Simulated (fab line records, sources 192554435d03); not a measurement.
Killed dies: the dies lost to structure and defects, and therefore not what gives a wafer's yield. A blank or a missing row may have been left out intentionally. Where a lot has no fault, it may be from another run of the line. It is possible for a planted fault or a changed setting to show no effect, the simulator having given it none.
fab line records -- flow n5_finfet -- part 1 of 2: steps 1 to 16 of 25
record lots=5, wafers=15, last_day=20
route steps=1938 shown BEOL_M15@1827 PASS1_DEP@1831 MIM_BOT@1832 MIM_TOP@1834 MIM_TOP_LITHO@1839 MIM_TOP_ETCH@1851
lots that met no fault: taken from a fault-free run of the same line
start_h: the number of hours between the record's first day and the start of the first shown wafer of the lot -- wait_h: hours since the lot's step before -- " identical to the entry in the row above -- L1.1+2: several wafers, shown together as one row -- - no value, or no start given -- * or withheld: withheld -- < > ~ a bound
route shown NAME@n: NAME is a module with steps in the file, n the number in the route of the first one -- usual: mean/standard deviation of fault-free wafers -- same: alike in all rows -- chamber/n: place in a boat -- sites: readings site by site -- _std_site: the values' standard deviation -- _edge_site: outer sites' mean less inner sites' -- radius_mm: for every site, how far away it sits from the centre of the wafer -- mask NAME#n: copy n -- behind: the last tool/chamber to shape the wafer -- hold: the reason the lot was held/the length of the hold in hours/how it ended -- device: whichever transistor did not switch (one of n, p or np) -- end of line: the tests these same wafers got at the end of their route -- step lacking rows: just its recipe -- killed: count of dies lost to structure and defects at first sort (not the wafer's yield) -- map: the dies of a wafer, with x for killed, . for not killed, _ for no die there
set.NAME: the setting as run; set.NAME@STEP: as run at that earlier step -- model.NAME: the simulator's own value behind a step, which no gauge read
certain route steps with their lots: each step a table, each wafer a row
services: a tool's chamber out of use, with start hour (start_h, from the record's first day; less than 0 if before it), hours out, and reason
## steps
# step N5_BEOL_M15_DEP_53
# recipe material=SiCN, target_thk_a=500, temp_c=withheld, precursor=3MS/NH3, pressure_torr=3, rf_w=675, time_s=17.8
# usual showerhead_plenum_p_Torr=4.157/0.019, showerhead_vpp_V=1594/67, throttle_valve_pct=17.8/0.94
lot.wafer,tool,chamber,start_h,wait_h,showerhead_plenum_p_Torr,showerhead_vpp_V,throttle_valve_pct
L075.1,pecvd-02,0,355.57,0.0,4.163,1591,17.4
L075.5,pecvd-02,0,355.57,0.0,4.154,1566,17.3
L075.6,pecvd-02,1,355.57,0.0,4.172,1607,18.6
L078.1,pecvd-03,1,364.00,0.0,4.128,1550,18.7
L078.3,pecvd-03,2,364.00,0.0,4.143,1546,17.2
L078.6,pecvd-03,2,364.00,0.0,4.135,1569,17.4
L081.1,pecvd-03,1,411.61,0.0,4.128,1563,18.4
L081.2,pecvd-03,2,411.61,0.0,4.135,1571,17.3
L081.4,pecvd-03,1,411.61,0.0,4.134,1549,18.7
L089.3,pecvd-02,1,452.71,0.0,4.176,1639,17.1
L089.5,pecvd-02,0,452.71,0.0,4.153,1590,17.6
L089.6,pecvd-02,1,452.71,0.0,4.176,1634,17.1
L091.1,pecvd-02,2,456.39,0.0,4.133,1602,16.9
L091.2,pecvd-02,0,456.39,0.0,4.154,1575,17.5
L091.6,pecvd-02,0,456.39,0.0,4.169,1595,17.1
# step N5_BEOL_M15_RS_MEAS_54
# recipe thk_meas_gauge=four-point-probe, reads=Cu_of_BEOL_M15_ECD_47+Ta_of_BEOL_M15_SPUTTER_44+TaN_of_BEOL_M15_SPUTTER_43
# usual M15_RS=0.0217/0.00054
lot.wafer,tool,chamber,start_h,wait_h,M15_RS[ohm/sq]
L075.1,film_metro-01,-,355.64,0.1,0.0219
L075.5,film_metro-01,-,355.64,0.1,0.0219
L075.6,film_metro-01,-,355.64,0.1,0.0206
L078.1,film_metro-02,-,364.07,0.0,0.0212
L078.3,film_metro-02,-,364.07,0.0,0.0222
L078.6,film_metro-02,-,364.07,0.0,0.0226
L081.1,film_metro-02,-,411.68,0.0,0.0216
L081.2,film_metro-02,-,411.68,0.0,0.0210
L081.4,film_metro-02,-,411.68,0.0,0.0220
L089.3,film_metro-01,-,452.77,0.1,0.0213
L089.5,film_metro-01,-,452.77,0.1,0.0225
L089.6,film_metro-01,-,452.77,0.1,0.0212
L091.1,film_metro-02,-,456.46,0.0,0.0221
L091.2,film_metro-02,-,456.46,0.0,0.0224
L091.6,film_metro-02,-,456.46,0.0,0.0211
# step N5_BEOL_M15_INSPECT_55
# recipe inspect_instrument=darkfield, mode=post_dep
# usual raw_defect_count=72/23
lot.wafer,tool,chamber,start_h,wait_h,raw_defect_count
L075.1,defect_inspect-01,-,355.66,0.0,84
L075.5,defect_inspect-01,-,355.66,0.0,70
L075.6,defect_inspect-01,-,355.66,0.0,73
L078.1,defect_inspect-02,-,364.10,0.0,43
L078.3,defect_inspect-02,-,364.10,0.0,52
L078.6,defect_inspect-02,-,364.10,0.0,70
L081.1,defect_inspect-02,-,411.71,0.0,73
L081.2,defect_inspect-02,-,411.71,0.0,66
L081.4,defect_inspect-02,-,411.71,0.0,84
L089.3,defect_inspect-01,-,452.80,0.0,103
L089.5,defect_inspect-01,-,452.80,0.0,43
L089.6,defect_inspect-01,-,452.80,0.0,75
L091.1,defect_inspect-02,-,456.48,0.0,34
L091.2,defect_inspect-02,-,456.48,0.0,36
L091.6,defect_inspect-02,-,456.48,0.0,62
# step N5_BEOL_M15_RC_MEAS_101
# usual COMB_M10=1.46e-11/2.8e-12, COMB_M11=1.41e-11/2.9e-12, COMB_M12=6.6e-12/1.2e-12, COMB_M13=5.1e-12/1e-12, COMB_M14=3.7e-12/7.5e-13, COMB_M15=2.9e-12/4.6e-13, COMB_M5=3.6e-11/7.5e-12, COMB_M5_max_site=5.2e-11/1.3e-11, COMB_M6=2.5e-11/4.9e-12, COMB_M7=2.6e-11/5.6e-12, COMB_M7_max_site=3.7e-11/9.5e-12, COMB_M8=2.5e-11/4.8e-12, COMB_M9=1.5e-11/3e-12, SERP_M10=3.12/0.12, SERP_M10_max_site=3.21/0.12, SERP_M11=3.11/0.1, SERP_M12=0.631/0.024, SERP_M13=0.313/0.0096, SERP_M13_max_site=0.316/0.0097, SERP_M14=0.160/0.0072, SERP_M5=39.0/2.3, SERP_M6=14.0/0.8, SERP_M7=14.0/0.7, SERP_M8=14.3/0.79, SERP_M9=3.12/0.11
lot.wafer,tool,chamber,start_h,wait_h,COMB_M10[S/m],COMB_M11[S/m],COMB_M12[S/m],COMB_M13[S/m],COMB_M14[S/m],COMB_M15[S/m],COMB_M5[S/m],COMB_M5_max_site[S/m],COMB_M6[S/m],COMB_M7[S/m],COMB_M7_max_site[S/m],COMB_M8[S/m],COMB_M9[S/m],SERP_M10[ohm/um],SERP_M10_max_site[ohm/um],SERP_M11[ohm/um],SERP_M12[ohm/um],SERP_M13[ohm/um],SERP_M13_max_site[ohm/um],SERP_M14[ohm/um],SERP_M5[ohm/um],SERP_M6[ohm/um],SERP_M7[ohm/um],SERP_M8[ohm/um],SERP_M9[ohm/um]
L075.1,prober-01,0,355.82,0.2,1.44e-11,1.21e-11,8.5e-12,3.9e-12,2.8e-12,2.5e-12,3.7e-11,6e-11,2.1e-11,2.9e-11,3.5e-11,3.3e-11,1.1e-11,3.03,3.17,3.15,0.623,0.303,0.304,0.158,43.1,13.7,13.7,15.2,3.28
L075.5,prober-01,0,355.82,0.2,1.22e-11,1.44e-11,6.3e-12,4.6e-12,3.6e-12,2.7e-12,2.8e-11,4.5e-11,2.5e-11,1.9e-11,2.7e-11,3.1e-11,1.5e-11,3.03,3.10,3.01,0.652,0.303,0.306,0.154,38.4,14.8,14.2,14.1,3.14
L075.6,prober-01,0,355.82,0.2,1.34e-11,1.26e-11,6.3e-12,3.8e-12,4.3e-12,3.1e-12,3e-11,3.5e-11,2e-11,2e-11,2.7e-11,3.1e-11,1e-11,3.02,3.13,3.11,0.637,0.299,0.300,0.170,38.3,13.8,15.5,13.4,2.89
L078.1,prober-01,0,364.12,0.0,1.67e-11,1.28e-11,7.4e-12,5.5e-12,4.4e-12,3.2e-12,3.7e-11,4.7e-11,1.6e-11,2.3e-11,2.6e-11,3.2e-11,1.3e-11,3.24,3.30,3.14,0.658,0.316,0.318,0.169,38.2,13.6,14.1,14.4,3.21
L078.3,prober-01,0,364.12,0.0,1.43e-11,8.6e-12,7e-12,4.9e-12,3.7e-12,2.5e-12,3.6e-11,4.6e-11,2.4e-11,2e-11,2.4e-11,1.9e-11,2e-11,3.30,3.33,3.14,0.664,0.328,0.332,0.148,35.0,13.1,13.8,14.2,3.22
L078.6,prober-01,0,364.12,0.0,1.56e-11,1.47e-11,8.4e-12,4.7e-12,3.2e-12,2.9e-12,5e-11,8.9e-11,2.5e-11,2.3e-11,3.1e-11,2.5e-11,1.3e-11,3.19,3.27,3.05,0.640,0.319,0.324,0.144,38.3,13.6,13.8,14.6,3.16
L081.1,prober-02,0,411.73,0.0,1.32e-11,1.48e-11,4.8e-12,4.4e-12,4.5e-12,3.3e-12,3.3e-11,4.6e-11,2.6e-11,2.6e-11,3.6e-11,2.9e-11,1.5e-11,3.28,3.38,3.14,0.672,0.321,0.322,0.166,40.5,13.4,13.6,14.6,2.97
L081.2,prober-02,0,411.73,0.0,1.38e-11,1.19e-11,6.9e-12,3.4e-12,4.4e-12,2.7e-12,3.5e-11,4e-11,2.8e-11,2.8e-11,3.6e-11,2.1e-11,1.6e-11,2.91,2.94,3.04,0.662,0.309,0.314,0.175,39.7,13.6,13.5,14.9,3.22
L081.4,prober-02,0,411.73,0.0,1.5e-11,1.56e-11,5.3e-12,4.1e-12,3.1e-12,2.2e-12,3.1e-11,3.5e-11,3e-11,2.3e-11,2.9e-11,2.7e-11,1.3e-11,3.34,3.44,3.04,0.612,0.309,0.312,0.162,40.2,14.6,15.1,14.2,3.20
L089.3,prober-02,0,453.13,0.3,1.88e-11,8.4e-12,6.3e-12,4.1e-12,3.1e-12,3.1e-12,3.1e-11,3.9e-11,2.9e-11,3.1e-11,5.9e-11,2.8e-11,1.5e-11,3.15,3.26,3.11,0.593,0.311,0.314,0.158,38.8,13.2,13.8,13.7,3.00
L089.5,prober-02,0,453.13,0.3,1.86e-11,9.4e-12,8.5e-12,3.8e-12,3e-12,2.6e-12,4.1e-11,6e-11,2.1e-11,2.5e-11,2.8e-11,2.2e-11,1.2e-11,3.00,3.18,2.95,0.622,0.329,0.332,0.155,37.1,13.6,14.6,14.2,3.16
L089.6,prober-02,0,453.13,0.3,1.23e-11,8.8e-12,6.3e-12,5.1e-12,3.4e-12,3.1e-12,3.5e-11,6.1e-11,3e-11,2.6e-11,4.8e-11,2.5e-11,1.3e-11,3.02,3.11,3.11,0.575,0.301,0.307,0.158,36.8,12.5,13.9,14.0,2.99
L091.1,prober-01,0,456.51,0.0,1.33e-11,1.58e-11,8.4e-12,6.4e-12,3.1e-12,2.6e-12,3.3e-11,4.2e-11,3.1e-11,3.5e-11,4.3e-11,3e-11,1.8e-11,2.92,3.01,3.21,0.634,0.335,0.336,0.152,36.9,14.6,14.2,15.1,3.22
L091.2,prober-01,0,456.51,0.0,8.4e-12,1.48e-11,6.3e-12,5.5e-12,5e-12,3.8e-12,3.1e-11,6.7e-11,2.2e-11,3.1e-11,5e-11,2.1e-11,2e-11,3.09,3.13,3.05,0.698,0.307,0.310,0.168,37.0,13.9,15.3,13.6,3.16
L091.6,prober-01,0,456.51,0.0,1.17e-11,1.14e-11,4e-12,6.5e-12,4.5e-12,3.9e-12,3.7e-11,5.2e-11,2.8e-11,2e-11,2.6e-11,2.3e-11,1.4e-11,2.99,3.04,3.14,0.610,0.309,0.312,0.168,36.6,13.5,14.2,14.7,3.14
# step N5_PASSIVATION_PECVD_00
# recipe material=SiO2, target_thk_a=2000, temp_c=400, precursor=SiH4/N2O, pressure_torr=2.7, rf_w=608, time_s=11.2
# usual heater_power_w=677/79, showerhead_plenum_p_Torr=8.16/0.068, showerhead_vpp_V=1520/66, throttle_valve_pct=52/4.4
lot.wafer,tool,chamber,start_h,wait_h,heater_power_w,showerhead_plenum_p_Torr,showerhead_vpp_V,throttle_valve_pct
L075.1,pecvd-01,2,356.79,0.8,728,8.19,1497,49
L075.5,pecvd-01,0,356.79,0.8,654,8.07,1594,55
L075.6,pecvd-01,2,356.79,0.8,734,8.16,1502,49
L078.1,pecvd-02,0,365.08,0.8,558,8.13,1475,49
L078.3,pecvd-02,1,365.08,0.8,757,8.24,1579,53
L078.6,pecvd-02,1,365.08,0.8,799,8.21,1591,53
L081.1,pecvd-02,0,412.69,0.8,617,8.13,1500,49
L081.2,pecvd-02,2,412.69,0.8,693,8.06,1542,49
L081.4,pecvd-02,0,412.69,0.8,477,8.15,1487,49
L089.3,pecvd-04,0,453.79,0.5,700,8.21,1599,58
L089.5,pecvd-04,0,453.79,0.5,725,8.20,1621,58
L089.6,pecvd-04,2,453.79,0.5,789,8.06,1549,48
L091.1,pecvd-02,1,457.48,0.8,754,8.21,1587,49
L091.2,pecvd-02,0,457.48,0.8,607,8.15,1483,49
L091.6,pecvd-02,1,457.48,0.8,781,8.22,1576,49
# step N5_MIM_BOT_DEGAS_01
# recipe ambient=vacuum, temp_c=300, time_s=60
# usual heater_power_w=436/38
lot.wafer,tool,chamber,start_h,wait_h,heater_power_w
L075.1,pvd_sputter-02,-,357.74,0.9,393
L075.5,pvd_sputter-02,-,357.74,0.9,431
L075.6,pvd_sputter-02,-,357.74,0.9,398
L078.1,pvd_sputter-03,-,365.14,0.0,414
L078.3,pvd_sputter-03,-,365.14,0.0,374
L078.6,pvd_sputter-03,-,365.14,0.0,367
L081.1,pvd_sputter-02,-,413.66,0.9,388
L081.2,pvd_sputter-02,-,413.66,0.9,431
L081.4,pvd_sputter-02,-,413.66,0.9,404
L089.3,pvd_sputter-02,-,454.28,0.5,387
L089.5,pvd_sputter-02,-,454.28,0.5,394
L089.6,pvd_sputter-02,-,454.28,0.5,421
L091.1,pvd_sputter-01,-,458.20,0.7,423
L091.2,pvd_sputter-01,-,458.20,0.7,435
L091.6,pvd_sputter-01,-,458.20,0.7,413
# step N5_MIM_BOT_SPUTTER_00
# recipe material=TiN, target_thk_a=350, temp_c=200, power_w=3000, chamber_pressure_pa=0.49996, gas=Ar, reactive_partial_pa=0.37997, time_s=89.7
# usual throttle_valve_pct=29.9/0.73
lot.wafer,tool,chamber,start_h,wait_h,throttle_valve_pct
L075.1,pvd_sputter-02,-,357.78,0.0,29.7
L075.5,pvd_sputter-02,-,357.78,0.0,29.8
L075.6,pvd_sputter-02,-,357.78,0.0,29.5
L078.1,pvd_sputter-03,-,365.18,0.0,29.5
L078.3,pvd_sputter-03,-,365.18,0.0,28.9
L078.6,pvd_sputter-03,-,365.18,0.0,28.6
L081.1,pvd_sputter-02,-,413.70,0.0,29.3
L081.2,pvd_sputter-02,-,413.70,0.0,29.9
L081.4,pvd_sputter-02,-,413.70,0.0,29.9
L089.3,pvd_sputter-02,-,454.32,0.0,29.6
L089.5,pvd_sputter-02,-,454.32,0.0,29.3
L089.6,pvd_sputter-02,-,454.32,0.0,30.0
L091.1,pvd_sputter-01,-,458.24,0.0,31.1
L091.2,pvd_sputter-01,-,458.24,0.0,29.4
L091.6,pvd_sputter-01,-,458.24,0.0,31.0
# step N5_MIM_TOP_ALD_00
# recipe material=Al2O3, target_thk_a=*, temp_c=withheld, ald_precursor_family=TMA, ald_co_reactant=O3, pulse_time_s=withheld, purge_time_s=3, co_reactant_purge_time_s=withheld, co_reactant_pulse_time_s=3, ald_cycles=withheld
# usual precursor_pulse_height_rel=1.001/0.018
lot.wafer,tool,chamber,start_h,wait_h,precursor_pulse_height_rel
L075.1,ald_hk-02,1,357.88,0.1,0.984
L075.5,ald_hk-02,2,357.88,0.1,0.996
L075.6,ald_hk-02,1,357.88,0.1,1.021
L078.1,ald_hk-03,0,365.30,0.1,1.007
L078.3,ald_hk-03,1,365.30,0.1,0.980
L078.6,ald_hk-03,3,365.30,0.1,0.989
L081.1,ald_hk-03,1,413.80,0.1,1.039
L081.2,ald_hk-03,2,413.80,0.1,1.028
L081.4,ald_hk-03,0,413.80,0.1,1.030
L089.3,ald_hk-02,2,454.42,0.1,1.002
L089.5,ald_hk-02,0,454.42,0.1,1.019
L089.6,ald_hk-02,1,454.42,0.1,0.998
L091.1,ald_hk-02,0,458.34,0.1,0.968
L091.2,ald_hk-02,1,458.34,0.1,0.998
L091.6,ald_hk-02,0,458.34,0.1,0.992
# step N5_MIM_TOP_ALD_01
# recipe material=HfO2, target_thk_a=56, temp_c=withheld, ald_precursor_family=Hf-amide, ald_co_reactant=O3, pulse_time_s=1, purge_time_s=3, co_reactant_purge_time_s=2, co_reactant_pulse_time_s=3, ald_cycles=62
# usual precursor_pulse_height_rel=0.998/0.018
lot.wafer,tool,chamber,start_h,wait_h,precursor_pulse_height_rel
L075.1,ald_hk-02,1,-,-,0.988
L075.5,ald_hk-02,2,-,-,1.029
L075.6,ald_hk-02,1,-,-,1.026
L078.1,ald_hk-03,0,-,-,1.026
L078.3,ald_hk-03,1,-,-,0.985
L078.6,ald_hk-03,3,-,-,1.002
L081.1,ald_hk-03,1,-,-,0.980
L081.2,ald_hk-03,2,-,-,0.991
L081.4,ald_hk-03,0,-,-,0.985
L089.3,ald_hk-02,2,-,-,0.973
L089.5,ald_hk-02,0,-,-,0.996
L089.6,ald_hk-02,1,-,-,0.963
L091.1,ald_hk-02,0,-,-,0.997
L091.2,ald_hk-02,1,-,-,0.979
L091.6,ald_hk-02,0,-,-,1.023
# step N5_MIM_TOP_ALD_02
# recipe material=Al2O3, target_thk_a=*, temp_c=withheld, ald_precursor_family=TMA, ald_co_reactant=O3, pulse_time_s=withheld, purge_time_s=3, co_reactant_purge_time_s=withheld, co_reactant_pulse_time_s=3, ald_cycles=withheld
# usual precursor_pulse_height_rel=1.000/0.019
lot.wafer,tool,chamber,start_h,wait_h,precursor_pulse_height_rel
L075.1,ald_hk-02,1,-,-,0.975
L075.5,ald_hk-02,2,-,-,0.985
L075.6,ald_hk-02,1,-,-,0.965
L078.1,ald_hk-03,0,-,-,0.981
L078.3,ald_hk-03,1,-,-,1.014
L078.6,ald_hk-03,3,-,-,0.999
L081.1,ald_hk-03,1,-,-,1.003
L081.2,ald_hk-03,2,-,-,0.986
L081.4,ald_hk-03,0,-,-,0.988
L089.3,ald_hk-02,2,-,-,1.018
L089.5,ald_hk-02,0,-,-,0.987
L089.6,ald_hk-02,1,-,-,1.018
L091.1,ald_hk-02,0,-,-,1.039
L091.2,ald_hk-02,1,-,-,0.970
L091.6,ald_hk-02,0,-,-,1.013
# step N5_MIM_TOP_DEGAS_04
# recipe ambient=vacuum, temp_c=300, time_s=60
# usual heater_power_w=436/39
lot.wafer,tool,chamber,start_h,wait_h,heater_power_w
L075.1,pvd_sputter-01,-,358.59,-,510
L075.5,pvd_sputter-01,-,358.59,-,482
L075.6,pvd_sputter-01,-,358.59,-,450
L078.1,pvd_sputter-02,-,365.75,-,401
L078.3,pvd_sputter-02,-,365.75,-,426
L078.6,pvd_sputter-02,-,365.75,-,427
L081.1,pvd_sputter-02,-,417.50,-,472
L081.2,pvd_sputter-02,-,417.50,-,401
L081.4,pvd_sputter-02,-,417.50,-,392
L089.3,pvd_sputter-03,-,456.70,-,455
L089.5,pvd_sputter-03,-,456.70,-,453
L089.6,pvd_sputter-03,-,456.70,-,372
L091.1,pvd_sputter-01,-,460.98,-,499
L091.2,pvd_sputter-01,-,460.98,-,478
L091.6,pvd_sputter-01,-,460.98,-,445
# step N5_MIM_TOP_SPUTTER_03
# recipe material=TiN, target_thk_a=350, temp_c=200, power_w=3000, chamber_pressure_pa=0.49996, gas=Ar, reactive_partial_pa=0.37997, time_s=89.7
# usual throttle_valve_pct=29.9/0.68
lot.wafer,tool,chamber,start_h,wait_h,throttle_valve_pct
L075.1,pvd_sputter-01,-,358.63,0.0,29.5
L075.5,pvd_sputter-01,-,358.63,0.0,29.5
L075.6,pvd_sputter-01,-,358.63,0.0,29.2
L078.1,pvd_sputter-02,-,365.79,0.0,29.5
L078.3,pvd_sputter-02,-,365.79,0.0,30.0
L078.6,pvd_sputter-02,-,365.79,0.0,30.0
L081.1,pvd_sputter-02,-,417.54,0.0,30.5
L081.2,pvd_sputter-02,-,417.54,0.0,29.3
L081.4,pvd_sputter-02,-,417.54,0.0,29.6
L089.3,pvd_sputter-03,-,456.74,0.0,31.2
L089.5,pvd_sputter-03,-,456.74,0.0,30.5
L089.6,pvd_sputter-03,-,456.74,0.0,29.3
L091.1,pvd_sputter-01,-,461.02,0.0,30.0
L091.2,pvd_sputter-01,-,461.02,0.0,29.3
L091.6,pvd_sputter-01,-,461.02,0.0,29.4
# step N5_MIM_TOP_LITHO_HMDS_01
# recipe time_s=60, temp_c=120
# usual chill_plate_temp_C=23.00/0.11, exhaust_pa=44.9/0.94
lot.wafer,tool,chamber,start_h,wait_h,chill_plate_temp_C,exhaust_pa
L075.1,litho_track-02,0,358.74,0.1,23.01,45.0
L075.5,litho_track-02,0,358.74,0.1,23.16,44.9
L075.6,litho_track-02,0,358.74,0.1,23.06,43.0
L078.1,litho_track-02,0,365.90,0.1,22.86,45.1
L078.3,litho_track-02,0,365.90,0.1,23.01,46.0
L078.6,litho_track-02,0,365.90,0.1,23.02,44.7
L081.1,litho_track-02,0,417.65,0.1,23.10,46.5
L081.2,litho_track-02,0,417.65,0.1,23.27,45.4
L081.4,litho_track-02,0,417.65,0.1,23.21,45.7
L089.3,litho_track-03,0,456.85,0.1,22.99,44.6
L089.5,litho_track-03,0,456.85,0.1,23.12,44.6
L089.6,litho_track-03,0,456.85,0.1,22.88,44.4
L091.1,litho_track-01,0,461.13,0.1,22.73,46.2
L091.2,litho_track-01,0,461.13,0.1,22.88,44.7
L091.6,litho_track-01,0,461.13,0.1,22.82,46.2
# step N5_MIM_TOP_LITHO_COAT_02
# recipe spin_rpm=*, resist_thk_nm=*
# usual chill_plate_temp_C=23.00/0.11, exhaust_pa=45.0/0.89
lot.wafer,tool,chamber,start_h,wait_h,chill_plate_temp_C,exhaust_pa
L075.1,litho_track-02,0,-,-,22.84,45.8
L075.5,litho_track-02,0,-,-,22.88,44.2
L075.6,litho_track-02,0,-,-,22.94,45.8
L078.1,litho_track-02,0,-,-,23.10,44.9
L078.3,litho_track-02,0,-,-,23.12,45.8
L078.6,litho_track-02,0,-,-,23.16,46.3
L081.1,litho_track-02,0,-,-,22.86,45.1
L081.2,litho_track-02,0,-,-,23.02,45.8
L081.4,litho_track-02,0,-,-,22.84,45.6
L089.3,litho_track-03,0,-,-,22.94,44.8
L089.5,litho_track-03,0,-,-,23.07,43.9
L089.6,litho_track-03,0,-,-,23.07,43.1
L091.1,litho_track-01,0,-,-,23.06,45.8
L091.2,litho_track-01,0,-,-,22.90,44.7
L091.6,litho_track-01,0,-,-,23.10,43.7
# step N5_MIM_TOP_LITHO_EBR_04
# recipe solvent=PGMEA, ebr_width_mm=1.5
# usual chill_plate_temp_C=22.99/0.092, exhaust_pa=45.0/0.88
lot.wafer,tool,chamber,start_h,wait_h,chill_plate_temp_C,exhaust_pa
L075.1,litho_track-02,0,-,-,23.10,46.1
L075.5,litho_track-02,0,-,-,23.00,44.9
L075.6,litho_track-02,0,-,-,23.12,44.8
L078.1,litho_track-02,0,-,-,22.97,44.2
L078.3,litho_track-02,0,-,-,22.88,44.4
L078.6,litho_track-02,0,-,-,23.06,43.8
L081.1,litho_track-02,0,-,-,23.00,46.0
L081.2,litho_track-02,0,-,-,23.03,45.5
L081.4,litho_track-02,0,-,-,22.99,47.2
L089.3,litho_track-03,0,-,-,23.01,43.8
L089.5,litho_track-03,0,-,-,23.08,44.3
L089.6,litho_track-03,0,-,-,23.31,45.0
L091.1,litho_track-01,0,-,-,23.07,44.7
L091.2,litho_track-01,0,-,-,22.94,43.0
L091.6,litho_track-01,0,-,-,23.11,45.6
# step N5_MIM_TOP_LITHO_SOFTBAKE_03
# recipe temp_c=100, time_s=90
# usual chill_plate_temp_C=23.00/0.099, exhaust_pa=45.1/0.86
lot.wafer,tool,chamber,start_h,wait_h,chill_plate_temp_C,exhaust_pa
L075.1,litho_track-02,0,-,-,23.00,43.7
L075.5,litho_track-02,0,-,-,23.03,46.6
L075.6,litho_track-02,0,-,-,22.94,45.2
L078.1,litho_track-02,0,-,-,23.14,44.3
L078.3,litho_track-02,0,-,-,23.01,45.4
L078.6,litho_track-02,0,-,-,23.01,44.8
L081.1,litho_track-02,0,-,-,22.92,45.2
L081.2,litho_track-02,0,-,-,22.95,44.9
L081.4,litho_track-02,0,-,-,22.91,44.4
L089.3,litho_track-03,0,-,-,23.14,46.4
L089.5,litho_track-03,0,-,-,23.10,44.6
L089.6,litho_track-03,0,-,-,23.08,44.9
L091.1,litho_track-01,0,-,-,23.04,45.1
L091.2,litho_track-01,0,-,-,22.98,44.4
L091.6,litho_track-01,0,-,-,22.82,45.0
